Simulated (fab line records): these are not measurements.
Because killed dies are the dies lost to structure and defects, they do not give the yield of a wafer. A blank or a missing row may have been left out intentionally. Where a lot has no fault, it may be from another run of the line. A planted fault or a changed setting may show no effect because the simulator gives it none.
A single fault, viewed from 3 desks -- flow n5_finfet -- each desk holds nothing but its own numbers, with what lay behind them at the end

THE METROLOGY DESK
Lot by lot, what the gauges showed, no matter which tool ran the lot: averages of those sampled wafers that carry a number. Any lot whose mean is over 4 standard deviations away from the usual mean is out of limits and marked OUT; that distance is given in the brackets. Only the readings that lie furthest out on some lot appear, 7 of the 12 it has.
Columns: A = cd_nm at N5_BEOL_M0_CUTY_CD_MEAS_57, usual 200.2 nm; B = M0_ABLK_OVL at N5_BEOL_M0_CUTY_OVL_MEAS_58, usual -0.3 nm; C = DIBL_N at N5_BEOL_M4_RC_MEAS_101, usual 36.3 mV/V; D = IOFF_N at N5_BEOL_M4_RC_MEAS_101, usual 0.161 nA/um; E = IOFF_P at N5_BEOL_M4_RC_MEAS_101, usual 0.209 nA/um; F = ION_N at N5_BEOL_M4_RC_MEAS_101, usual 676 uA/um; G = VT_P at N5_BEOL_M4_RC_MEAS_101, usual -249.9 mV
lot,first seen here,A,B,C,D,E,F,G
L404,day 5 14:47,201.0,-0.7,34.9,0.126,0.172,667,-253.5
L413,day 7 23:26,198.7,-0.6,34.8,0.160,0.196,679,-250.0
L415,day 8 16:05,199.7,0.4,36.2,0.165,0.212,684,-250.5
L416,day 8 22:26,200.9,-1.1,36.0,0.148,0.228,674,-245.7
L417,day 9 04:37,200.6,1.3,36.4,0.149,0.194,661,-250.4
L426,day 11 06:02,199.5,1.2,35.9,0.170,0.216,677,-248.4
This desk's verdict: no lot among the 6 shows anything out of limits.

THE DEFECT DESK
What the inspections along the route counted, lot by lot: means of the sampled wafers that have a number. Any lot whose mean is over 4 standard deviations away from the usual mean is out of limits and marked OUT; that distance is given in the brackets.
Columns: A = raw_defect_count at N5_BEOL_M0_CUTY_INSPECT_59, usual 1.9
lot,first seen here,A
L404,day 5 14:50,3.0
L413,day 7 23:29,1.3
L415,day 8 16:08,1.7
L416,day 8 22:29,1.3
L417,day 9 04:41,1.7
L426,day 11 06:05,1.7
This desk's verdict: no lot among the 6 shows anything out of limits.

THE TOOL OWNER'S DESK: rie_diel-04
The tool's own readings at N5_BEOL_M0_CUTY_ETCH_63 (etches SOC in N2/H2, target depth 82.7 nm, overetch 16.5 nm, time 124 s): means of the sampled wafers that have a number, for each lot that ran on this tool. Any lot whose mean is over 4 standard deviations away from the usual mean is out of limits and marked OUT; that distance is given in the brackets.
Columns: A = drypump_motor_current_A at N5_BEOL_M0_CUTY_ETCH_63, usual 6.0 A; B = oes_product_au at N5_BEOL_M0_CUTY_ETCH_63, usual 0.63 a.u.; C = rf_vpp_V at N5_BEOL_M0_CUTY_ETCH_63, usual 523.9 V; D = showerhead_plenum_p_Torr at N5_BEOL_M0_CUTY_ETCH_63, usual 2.54 Torr; E = throttle_valve_pct at N5_BEOL_M0_CUTY_ETCH_63, usual 17.78 %
lot,first seen here,A,B,C,D,E
L404,day 5 16:29,6.0,0.59,524.0,2.56,17.58
L413,day 7 23:36,6.3,0.59,522.9,2.48,17.61
L415,day 8 16:16,6.0,0.62,523.0,2.50,17.96
L416,day 8 23:23,6.0,0.57,523.3,2.53,17.79
L417,day 9 05:24,5.7,0.58,525.4,2.60,17.75
This desk's verdict: no lot among the 5 shows anything out of limits.

BROUGHT TOGETHER
The metrology desk saw nothing out of limits.
No out-of-limits result turned up at the defect desk.
The tool owner's desk saw nothing out of limits.

WHAT THE SIMULATOR HAD INSERTED
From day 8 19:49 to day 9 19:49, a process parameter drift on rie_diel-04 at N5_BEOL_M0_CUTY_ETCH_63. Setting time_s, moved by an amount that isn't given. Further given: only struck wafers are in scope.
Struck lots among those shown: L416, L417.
